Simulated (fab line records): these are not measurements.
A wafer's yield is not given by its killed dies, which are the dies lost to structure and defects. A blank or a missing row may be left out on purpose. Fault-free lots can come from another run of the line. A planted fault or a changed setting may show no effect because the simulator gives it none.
Which tool was responsible? / flow nand-harc / Sampling: 24 lots, 72 wafers, 4 of 1302 route steps

WHAT THE GAUGES READ, wafer by wafer
NHARC_P_M2_INSPECT_27. Usual: raw-defect-count at 330, with a standard deviation of 120.
lot=L075; measured=day 6 15:18; on=defect-inspect-02; raw-defect-count=308 289 316; flag=
lot=L074; measured=day 6 16:26; on=defect-inspect-02; raw-defect-count=160 420 258; flag=
lot=L076; measured=day 7 05:38; on=defect-inspect-01; raw-defect-count=356 262 227; flag=
lot=L077; measured=day 7 17:28; on=defect-inspect-02; raw-defect-count=205 136 281; flag=
lot=L078; measured=day 8 01:11; on=defect-inspect-01; raw-defect-count=374 141 260; flag=
lot=L079; measured=day 8 14:02; on=defect-inspect-01; raw-defect-count=430 328 374; flag=
lot=L080; measured=day 8 23:58; on=defect-inspect-02; raw-defect-count=309 630 502; flag=
lot=L081; measured=day 9 11:50; on=defect-inspect-02; raw-defect-count=330 394 248; flag=
lot=L082; measured=day 10 02:31; on=defect-inspect-02; raw-defect-count=357 314 580; flag=
lot=L083; measured=day 10 10:50; on=defect-inspect-01; raw-defect-count=449 417 410; flag=
lot=L084; measured=day 10 20:53; on=defect-inspect-02; raw-defect-count=547 384 205; flag=
lot=L085; measured=day 11 06:24; on=defect-inspect-02; raw-defect-count=265 187 194; flag=
lot=L086; measured=day 11 08:04; on=defect-inspect-01; raw-defect-count=380 215 397; flag=
lot=L087; measured=day 12 15:41; on=defect-inspect-02; raw-defect-count=498 673 503; flag=
lot=L089; measured=day 12 16:20; on=defect-inspect-02; raw-defect-count=229 338 309; flag=
lot=L088; measured=day 12 18:42; on=defect-inspect-01; raw-defect-count=289 391 525; flag=
lot=L090; measured=day 13 06:29; on=defect-inspect-01; raw-defect-count=504 277 483; flag=
lot=L091; measured=day 13 10:01; on=defect-inspect-01; raw-defect-count=170 126 205; flag=
lot=L092; measured=day 14 04:26; on=defect-inspect-02; raw-defect-count=329 716 249; flag=
lot=L093; measured=day 14 08:24; on=defect-inspect-01; raw-defect-count=177 439 294; flag=
lot=L094; measured=day 14 20:16; on=defect-inspect-02; raw-defect-count=478 313 400; flag=
lot=L095; measured=day 15 04:23; on=defect-inspect-02; raw-defect-count=234 266 414; flag=
lot=L096; measured=day 15 18:27; on=defect-inspect-02; raw-defect-count=391 517 394; flag=
lot=L097; measured=day 15 21:28; on=defect-inspect-02; raw-defect-count=253 264 172; flag=

EACH LOT AND THE TOOL THAT RAN IT (in order: tool; ch and the chambers of the sampled wafers; start)
lot=L075; NHARC_P_M0_ETCH_34=rie-diel-13 ch 0,3, day 6 04:42; NHARC_P_M2_ETCH_35=rie-diel-07 ch 0,1, day 6 12:49; NHARC_P_M2_PRE_CLEAN_30=pvd-sputter-02, day 6 15:18 or earlier
lot=L074; NHARC_P_M0_ETCH_34=rie-diel-02 ch 0,1,2, day 6 05:20; NHARC_P_M2_ETCH_35=rie-diel-01 ch 1,2,3, day 6 13:28; NHARC_P_M2_PRE_CLEAN_30=pvd-sputter-01, day 6 16:26 or earlier
lot=L076; NHARC_P_M0_ETCH_34=rie-diel-13 ch 0,2,3, day 6 18:57; NHARC_P_M2_ETCH_35=rie-diel-03 ch 1,2,3, day 7 03:10; NHARC_P_M2_PRE_CLEAN_30=pvd-sputter-01, day 7 05:38 or earlier
lot=L077; NHARC_P_M0_ETCH_34=rie-diel-12 ch 0,1,2, day 7 06:29; NHARC_P_M2_ETCH_35=rie-diel-07 ch 0,1, day 7 14:59; NHARC_P_M2_PRE_CLEAN_30=pvd-sputter-01, day 7 17:28 or earlier
lot=L078; NHARC_P_M0_ETCH_34=rie-diel-13 ch 0,1, day 7 14:36; NHARC_P_M2_ETCH_35=rie-diel-01 ch 0,2,3, day 7 22:42; NHARC_P_M2_PRE_CLEAN_30=pvd-sputter-02, day 8 01:11 or earlier
lot=L079; NHARC_P_M0_ETCH_34=rie-diel-12 ch 0,1,3, day 8 03:16; NHARC_P_M2_ETCH_35=rie-diel-07 ch 2,3, day 8 11:29; NHARC_P_M2_PRE_CLEAN_30=pvd-sputter-03, day 8 14:02 or earlier
lot=L080; NHARC_P_M0_ETCH_34=rie-diel-13 ch 0,2, day 8 12:28; NHARC_P_M2_ETCH_35=rie-diel-01 ch 0,1, day 8 21:25; NHARC_P_M2_PRE_CLEAN_30=pvd-sputter-02, day 8 23:58 or earlier
lot=L081; NHARC_P_M0_ETCH_34=rie-diel-13 ch 1,2,3, day 9 00:55; NHARC_P_M2_ETCH_35=rie-diel-03 ch 0,3, day 9 09:20; NHARC_P_M2_PRE_CLEAN_30=pvd-sputter-02, day 9 11:50 or earlier
lot=L082; NHARC_P_M0_ETCH_34=rie-diel-13 ch 1,2,3, day 9 15:48; NHARC_P_M2_ETCH_35=rie-diel-03 ch 0,2, day 10 00:02; NHARC_P_M2_PRE_CLEAN_30=pvd-sputter-02, day 10 02:31 or earlier
lot=L083; NHARC_P_M0_ETCH_34=rie-diel-12 ch 0,1,2, day 10 00:13; NHARC_P_M2_ETCH_35=rie-diel-07 ch 0,1, day 10 08:21; NHARC_P_M2_PRE_CLEAN_30=pvd-sputter-02, day 10 10:50 or earlier
lot=L084; NHARC_P_M0_ETCH_34=rie-diel-13 ch 1,2,3, day 10 09:56; NHARC_P_M2_ETCH_35=rie-diel-07 ch 0,1,2, day 10 18:24; NHARC_P_M2_PRE_CLEAN_30=pvd-sputter-03, day 10 20:53 or earlier
lot=L085; NHARC_P_M0_ETCH_34=rie-diel-02 ch 0,1,2, day 10 18:58; NHARC_P_M2_ETCH_35=rie-diel-07 ch 0,2,3, day 11 03:22; NHARC_P_M2_PRE_CLEAN_30=pvd-sputter-01, day 11 06:24 or earlier
lot=L086; NHARC_P_M0_ETCH_34=rie-diel-12 ch 1,3, day 10 21:18; NHARC_P_M2_ETCH_35=rie-diel-01 ch 0,1,2, day 11 05:34; NHARC_P_M2_PRE_CLEAN_30=pvd-sputter-03, day 11 08:04 or earlier
lot=L087; NHARC_P_M0_ETCH_34=rie-diel-13 ch 0,1, day 12 05:04; NHARC_P_M2_ETCH_35=rie-diel-07 ch 0,1, day 12 13:10; NHARC_P_M2_PRE_CLEAN_30=pvd-sputter-03, day 12 15:41 or earlier
lot=L089; NHARC_P_M0_ETCH_34=rie-diel-13 ch 1,2,3, day 12 05:38; NHARC_P_M2_ETCH_35=rie-diel-01 ch 0,1,2, day 12 13:49; NHARC_P_M2_PRE_CLEAN_30=pvd-sputter-02, day 12 16:20 or earlier
lot=L088; NHARC_P_M0_ETCH_34=rie-diel-02 ch 0,1,2, day 12 08:05; NHARC_P_M2_ETCH_35=rie-diel-07 ch 0,1,3, day 12 16:13; NHARC_P_M2_PRE_CLEAN_30=pvd-sputter-01, day 12 18:42 or earlier
lot=L090; NHARC_P_M0_ETCH_34=rie-diel-02 ch 2,3, day 12 19:45; NHARC_P_M2_ETCH_35=rie-diel-01 ch 0,2,3, day 13 03:58; NHARC_P_M2_PRE_CLEAN_30=pvd-sputter-01, day 13 06:29 or earlier
lot=L091; NHARC_P_M0_ETCH_34=rie-diel-12 ch 1,2, day 12 23:26; NHARC_P_M2_ETCH_35=rie-diel-01 ch 0,1,2, day 13 07:32; NHARC_P_M2_PRE_CLEAN_30=pvd-sputter-01, day 13 10:01 or earlier
lot=L092; NHARC_P_M0_ETCH_34=rie-diel-12 ch 0,2,3, day 13 17:41; NHARC_P_M2_ETCH_35=rie-diel-01 ch 0,1, day 14 01:57; NHARC_P_M2_PRE_CLEAN_30=pvd-sputter-03, day 14 04:26 or earlier
lot=L093; NHARC_P_M0_ETCH_34=rie-diel-02 ch 0,2,3, day 13 21:43; NHARC_P_M2_ETCH_35=rie-diel-01 ch 0,1, day 14 05:55; NHARC_P_M2_PRE_CLEAN_30=pvd-sputter-02, day 14 08:24 or earlier
lot=L094; NHARC_P_M0_ETCH_34=rie-diel-12 ch 2,3, day 14 09:27; NHARC_P_M2_ETCH_35=rie-diel-03 ch 1,2,3, day 14 17:45; NHARC_P_M2_PRE_CLEAN_30=pvd-sputter-03, day 14 20:16 or earlier
lot=L095; NHARC_P_M0_ETCH_34=rie-diel-13 ch 0,3, day 14 17:38; NHARC_P_M2_ETCH_35=rie-diel-01 ch 0,1,3, day 15 01:52; NHARC_P_M2_PRE_CLEAN_30=pvd-sputter-01, day 15 04:23 or earlier
lot=L096; NHARC_P_M0_ETCH_34=rie-diel-02 ch 0,3, day 15 07:14; NHARC_P_M2_ETCH_35=rie-diel-01 ch 1,3, day 15 15:49; NHARC_P_M2_PRE_CLEAN_30=pvd-sputter-02, day 15 18:27 or earlier
lot=L097; NHARC_P_M0_ETCH_34=rie-diel-12 ch 0,2, day 15 10:29; NHARC_P_M2_ETCH_35=rie-diel-03 ch 0,1,2, day 15 18:56; NHARC_P_M2_PRE_CLEAN_30=pvd-sputter-01, day 15 21:28 or earlier
- NHARC_P_M0_ETCH_34: etches the open film in N2/H2, target depth 40 nm, overetch 12 nm, time 43.94 s.
- NHARC_P_M2_ETCH_35: etches the open film in N2/H2, target depth 40 nm, overetch 12 nm, time 43.94 s.
- NHARC_P_M2_PRE_CLEAN_30: time 30 s.

AS READ BY THE TOOLS THEMSELVES (means over the sampled wafers that have a number; for cases with no such wafer, the mark the record gives instead)
NHARC_P_M0_ETCH_34. Usual: drypump-motor-current-A 5.74 A, standard deviation 0.26; oes-product-au 0.998 a.u., standard deviation 0.01; rf-vpp-V 430.8 V, standard deviation 2.6; showerhead-plenum-p-Torr 2.05 Torr, standard deviation 0.089; throttle-valve-pct 14.172 %, standard deviation 0.0089.
lot=L075; tool=rie-diel-13; drypump-motor-current-A (A)=5.91; oes-product-au (a.u.)=0.995; rf-vpp-V (V)=432.4; showerhead-plenum-p-Torr (Torr)=2.11; throttle-valve-pct (%)=14.168; flag=
lot=L074; tool=rie-diel-02; drypump-motor-current-A (A)=5.67; oes-product-au (a.u.)=1.012; rf-vpp-V (V)=430.6; showerhead-plenum-p-Torr (Torr)=2.01; throttle-valve-pct (%)=14.176; flag=
lot=L076; tool=rie-diel-13; drypump-motor-current-A (A)=5.86; oes-product-au (a.u.)=1.000; rf-vpp-V (V)=431.2; showerhead-plenum-p-Torr (Torr)=2.07; throttle-valve-pct (%)=14.170; flag=
lot=L077; tool=rie-diel-12; drypump-motor-current-A (A)=5.55; oes-product-au (a.u.)=0.997; rf-vpp-V (V)=431.5; showerhead-plenum-p-Torr (Torr)=2.07; throttle-valve-pct (%)=14.181; flag=
lot=L078; tool=rie-diel-13; drypump-motor-current-A (A)=5.90; oes-product-au (a.u.)=0.980; rf-vpp-V (V)=433.1; showerhead-plenum-p-Torr (Torr)=2.13; throttle-valve-pct (%)=14.174; flag=
lot=L079; tool=rie-diel-12; drypump-motor-current-A (A)=5.51; oes-product-au (a.u.)=0.993; rf-vpp-V (V)=430.0; showerhead-plenum-p-Torr (Torr)=2.02; throttle-valve-pct (%)=14.161; flag=
lot=L080; tool=rie-diel-13; drypump-motor-current-A (A)=5.84; oes-product-au (a.u.)=0.996; rf-vpp-V (V)=432.3; showerhead-plenum-p-Torr (Torr)=2.08; throttle-valve-pct (%)=14.174; flag=
lot=L081; tool=rie-diel-13; drypump-motor-current-A (A)=5.89; oes-product-au (a.u.)=0.994; rf-vpp-V (V)=430.2; showerhead-plenum-p-Torr (Torr)=2.06; throttle-valve-pct (%)=14.179; flag=
lot=L082; tool=rie-diel-13; drypump-motor-current-A (A)=5.88; oes-product-au (a.u.)=1.003; rf-vpp-V (V)=431.9; showerhead-plenum-p-Torr (Torr)=2.06; throttle-valve-pct (%)=14.176; flag=
lot=L083; tool=rie-diel-12; drypump-motor-current-A (A)=5.54; oes-product-au (a.u.)=0.990; rf-vpp-V (V)=431.9; showerhead-plenum-p-Torr (Torr)=2.07; throttle-valve-pct (%)=14.171; flag=
lot=L084; tool=rie-diel-13; drypump-motor-current-A (A)=5.87; oes-product-au (a.u.)=1.001; rf-vpp-V (V)=431.0; showerhead-plenum-p-Torr (Torr)=2.06; throttle-valve-pct (%)=14.171; flag=
lot=L085; tool=rie-diel-02; drypump-motor-current-A (A)=5.70; oes-product-au (a.u.)=1.003; rf-vpp-V (V)=429.6; showerhead-plenum-p-Torr (Torr)=1.99; throttle-valve-pct (%)=14.171; flag=
lot=L086; tool=rie-diel-12; drypump-motor-current-A (A)=5.51; oes-product-au (a.u.)=0.991; rf-vpp-V (V)=431.5; showerhead-plenum-p-Torr (Torr)=2.10; throttle-valve-pct (%)=14.170; flag=
lot=L087; tool=rie-diel-13; drypump-motor-current-A (A)=5.91; oes-product-au (a.u.)=0.999; rf-vpp-V (V)=433.2; showerhead-plenum-p-Torr (Torr)=2.12; throttle-valve-pct (%)=14.181; flag=
lot=L089; tool=rie-diel-13; drypump-motor-current-A (A)=5.88; oes-product-au (a.u.)=1.004; rf-vpp-V (V)=430.6; showerhead-plenum-p-Torr (Torr)=2.05; throttle-valve-pct (%)=14.176; flag=
lot=L088; tool=rie-diel-02; drypump-motor-current-A (A)=5.69; oes-product-au (a.u.)=0.994; rf-vpp-V (V)=429.6; showerhead-plenum-p-Torr (Torr)=1.99; throttle-valve-pct (%)=14.170; flag=
lot=L090; tool=rie-diel-02; drypump-motor-current-A (A)=5.67; oes-product-au (a.u.)=1.004; rf-vpp-V (V)=428.4; showerhead-plenum-p-Torr (Torr)=1.94; throttle-valve-pct (%)=14.165; flag=
lot=L091; tool=rie-diel-12; drypump-motor-current-A (A)=5.52; oes-product-au (a.u.)=0.986; rf-vpp-V (V)=433.2; showerhead-plenum-p-Torr (Torr)=2.14; throttle-valve-pct (%)=14.172; flag=
lot=L092; tool=rie-diel-12; drypump-motor-current-A (A)=5.71; oes-product-au (a.u.)=0.996; rf-vpp-V (V)=429.7; showerhead-plenum-p-Torr (Torr)=2.01; throttle-valve-pct (%)=14.176; flag=
lot=L093; tool=rie-diel-02; drypump-motor-current-A (A)=5.90; oes-product-au (a.u.)=0.995; rf-vpp-V (V)=428.9; showerhead-plenum-p-Torr (Torr)=1.96; throttle-valve-pct (%)=14.168; flag=
lot=L094; tool=rie-diel-12; drypump-motor-current-A (A)=5.85; oes-product-au (a.u.)=0.988; rf-vpp-V (V)=430.6; showerhead-plenum-p-Torr (Torr)=2.04; throttle-valve-pct (%)=14.175; flag=
lot=L095; tool=rie-diel-13; drypump-motor-current-A (A)=5.90; oes-product-au (a.u.)=1.012; rf-vpp-V (V)=432.2; showerhead-plenum-p-Torr (Torr)=2.09; throttle-valve-pct (%)=14.173; flag=
lot=L096; tool=rie-diel-02; drypump-motor-current-A (A)=5.90; oes-product-au (a.u.)=1.003; rf-vpp-V (V)=429.7; showerhead-plenum-p-Torr (Torr)=2.02; throttle-valve-pct (%)=14.172; flag=
lot=L097; tool=rie-diel-12; drypump-motor-current-A (A)=5.53; oes-product-au (a.u.)=0.997; rf-vpp-V (V)=428.8; showerhead-plenum-p-Torr (Torr)=1.98; throttle-valve-pct (%)=14.177; flag=

NHARC_P_M2_ETCH_35. Usual: drypump-motor-current-A 5.8 A, standard deviation 0.4; oes-product-au 1.003 a.u., standard deviation 0.01; rf-vpp-V 430 V, standard deviation 3.1; showerhead-plenum-p-Torr 2.01 Torr, standard deviation 0.11; throttle-valve-pct 14.172 %, standard deviation 0.0087.
lot=L075; tool=rie-diel-07; drypump-motor-current-A (A)=6.1; oes-product-au (a.u.)=1.015; rf-vpp-V (V)=433; showerhead-plenum-p-Torr (Torr)=2.15; throttle-valve-pct (%)=14.167; flag=
lot=L074; tool=rie-diel-01; drypump-motor-current-A (A)=5.9; oes-product-au (a.u.)=1.012; rf-vpp-V (V)=427; showerhead-plenum-p-Torr (Torr)=1.91; throttle-valve-pct (%)=14.175; flag=
lot=L076; tool=rie-diel-03; drypump-motor-current-A (A)=5.7; oes-product-au (a.u.)=0.996; rf-vpp-V (V)=429; showerhead-plenum-p-Torr (Torr)=1.96; throttle-valve-pct (%)=14.173; flag=
lot=L077; tool=rie-diel-07; drypump-motor-current-A (A)=6.1; oes-product-au (a.u.)=1.016; rf-vpp-V (V)=434; showerhead-plenum-p-Torr (Torr)=2.15; throttle-valve-pct (%)=14.175; flag=
lot=L078; tool=rie-diel-01; drypump-motor-current-A (A)=5.9; oes-product-au (a.u.)=0.996; rf-vpp-V (V)=427; showerhead-plenum-p-Torr (Torr)=1.95; throttle-valve-pct (%)=14.166; flag=
lot=L079; tool=rie-diel-07; drypump-motor-current-A (A)=5.4; oes-product-au (a.u.)=0.995; rf-vpp-V (V)=434; showerhead-plenum-p-Torr (Torr)=2.16; throttle-valve-pct (%)=14.179; flag=
lot=L080; tool=rie-diel-01; drypump-motor-current-A (A)=6.0; oes-product-au (a.u.)=1.003; rf-vpp-V (V)=429; showerhead-plenum-p-Torr (Torr)=1.98; throttle-valve-pct (%)=14.162; flag=
lot=L081; tool=rie-diel-03; drypump-motor-current-A (A)=5.7; oes-product-au (a.u.)=1.013; rf-vpp-V (V)=429; showerhead-plenum-p-Torr (Torr)=1.97; throttle-valve-pct (%)=14.173; flag=
lot=L082; tool=rie-diel-03; drypump-motor-current-A (A)=5.4; oes-product-au (a.u.)=1.015; rf-vpp-V (V)=428; showerhead-plenum-p-Torr (Torr)=1.94; throttle-valve-pct (%)=14.174; flag=
lot=L083; tool=rie-diel-07; drypump-motor-current-A (A)=5.9; oes-product-au (a.u.)=1.001; rf-vpp-V (V)=434; showerhead-plenum-p-Torr (Torr)=2.14; throttle-valve-pct (%)=14.173; flag=
lot=L084; tool=rie-diel-07; drypump-motor-current-A (A)=6.0; oes-product-au (a.u.)=1.000; rf-vpp-V (V)=433; showerhead-plenum-p-Torr (Torr)=2.13; throttle-valve-pct (%)=14.181; flag=
lot=L085; tool=rie-diel-07; drypump-motor-current-A (A)=5.6; oes-product-au (a.u.)=1.001; rf-vpp-V (V)=434; showerhead-plenum-p-Torr (Torr)=2.14; throttle-valve-pct (%)=14.159; flag=
lot=L086; tool=rie-diel-01; drypump-motor-current-A (A)=5.8; oes-product-au (a.u.)=0.996; rf-vpp-V (V)=428; showerhead-plenum-p-Torr (Torr)=1.94; throttle-valve-pct (%)=14.170; flag=
lot=L087; tool=rie-diel-07; drypump-motor-current-A (A)=5.9; oes-product-au (a.u.)=1.012; rf-vpp-V (V)=433; showerhead-plenum-p-Torr (Torr)=2.14; throttle-valve-pct (%)=14.170; flag=
lot=L089; tool=rie-diel-01; drypump-motor-current-A (A)=5.9; oes-product-au (a.u.)=1.000; rf-vpp-V (V)=428; showerhead-plenum-p-Torr (Torr)=1.94; throttle-valve-pct (%)=14.168; flag=
lot=L088; tool=rie-diel-07; drypump-motor-current-A (A)=5.7; oes-product-au (a.u.)=1.004; rf-vpp-V (V)=434; showerhead-plenum-p-Torr (Torr)=2.16; throttle-valve-pct (%)=14.178; flag=
lot=L090; tool=rie-diel-01; drypump-motor-current-A (A)=5.8; oes-product-au (a.u.)=0.996; rf-vpp-V (V)=428; showerhead-plenum-p-Torr (Torr)=1.95; throttle-valve-pct (%)=14.179; flag=
lot=L091; tool=rie-diel-01; drypump-motor-current-A (A)=5.9; oes-product-au (a.u.)=0.998; rf-vpp-V (V)=427; showerhead-plenum-p-Torr (Torr)=1.94; throttle-valve-pct (%)=14.173; flag=
lot=L092; tool=rie-diel-01; drypump-motor-current-A (A)=6.0; oes-product-au (a.u.)=0.996; rf-vpp-V (V)=428; showerhead-plenum-p-Torr (Torr)=1.94; throttle-valve-pct (%)=14.172; flag=
lot=L093; tool=rie-diel-01; drypump-motor-current-A (A)=5.9; oes-product-au (a.u.)=1.002; rf-vpp-V (V)=427; showerhead-plenum-p-Torr (Torr)=1.94; throttle-valve-pct (%)=14.176; flag=
lot=L094; tool=rie-diel-03; drypump-motor-current-A (A)=5.7; oes-product-au (a.u.)=1.009; rf-vpp-V (V)=428; showerhead-plenum-p-Torr (Torr)=1.96; throttle-valve-pct (%)=14.163; flag=
lot=L095; tool=rie-diel-01; drypump-motor-current-A (A)=5.9; oes-product-au (a.u.)=1.000; rf-vpp-V (V)=427; showerhead-plenum-p-Torr (Torr)=1.95; throttle-valve-pct (%)=14.173; flag=
lot=L096; tool=rie-diel-01; drypump-motor-current-A (A)=5.9; oes-product-au (a.u.)=0.995; rf-vpp-V (V)=426; showerhead-plenum-p-Torr (Torr)=1.91; throttle-valve-pct (%)=14.172; flag=
lot=L097; tool=rie-diel-03; drypump-motor-current-A (A)=5.3; oes-product-au (a.u.)=1.011; rf-vpp-V (V)=427; showerhead-plenum-p-Torr (Torr)=1.94; throttle-valve-pct (%)=14.171; flag=

NHARC_P_M2_PRE_CLEAN_30. Usual: heater-power-w at 388 W, with a standard deviation of 30.
lot=L075; tool=pvd-sputter-02; heater-power-w (W)=400; flag=
lot=L074; tool=pvd-sputter-01; heater-power-w (W)=394; flag=
lot=L076; tool=pvd-sputter-01; heater-power-w (W)=365; flag=
lot=L077; tool=pvd-sputter-01; heater-power-w (W)=404; flag=
lot=L078; tool=pvd-sputter-02; heater-power-w (W)=400; flag=
lot=L079; tool=pvd-sputter-03; heater-power-w (W)=403; flag=
lot=L080; tool=pvd-sputter-02; heater-power-w (W)=396; flag=
lot=L081; tool=pvd-sputter-02; heater-power-w (W)=422; flag=
lot=L082; tool=pvd-sputter-02; heater-power-w (W)=398; flag=
lot=L083; tool=pvd-sputter-02; heater-power-w (W)=422; flag=
lot=L084; tool=pvd-sputter-03; heater-power-w (W)=377; flag=
lot=L085; tool=pvd-sputter-01; heater-power-w (W)=381; flag=
lot=L086; tool=pvd-sputter-03; heater-power-w (W)=364; flag=
lot=L087; tool=pvd-sputter-03; heater-power-w (W)=356; flag=
lot=L089; tool=pvd-sputter-02; heater-power-w (W)=394; flag=
lot=L088; tool=pvd-sputter-01; heater-power-w (W)=372; flag=
lot=L090; tool=pvd-sputter-01; heater-power-w (W)=398; flag=
lot=L091; tool=pvd-sputter-01; heater-power-w (W)=390; flag=
lot=L092; tool=pvd-sputter-03; heater-power-w (W)=396; flag=
lot=L093; tool=pvd-sputter-02; heater-power-w (W)=391; flag=
lot=L094; tool=pvd-sputter-03; heater-power-w (W)=381; flag=
lot=L095; tool=pvd-sputter-01; heater-power-w (W)=379; flag=
lot=L096; tool=pvd-sputter-02; heater-power-w (W)=369; flag=
lot=L097; tool=pvd-sputter-01; heater-power-w (W)=377; flag=

THE ANSWER, worked out from the rows above alone
Rule: lot off if the mean of its wafers having a number is beyond 3 standard deviations from the usual mean. Also off: a lot with no number at a reading for which 4 or more lots have one. The other lots that the step has rows for count as sound. First the gauges in route order, then the tools' own readings, where a lot's mean is used as printed above. At the first step where some lot is off, the reading lying furthest off is the one used; lots without a number count as furthest.
Across all readings shown, no lot is off: no conclusion can be drawn from this.

WHAT THE SIMULATOR HAD INSERTED
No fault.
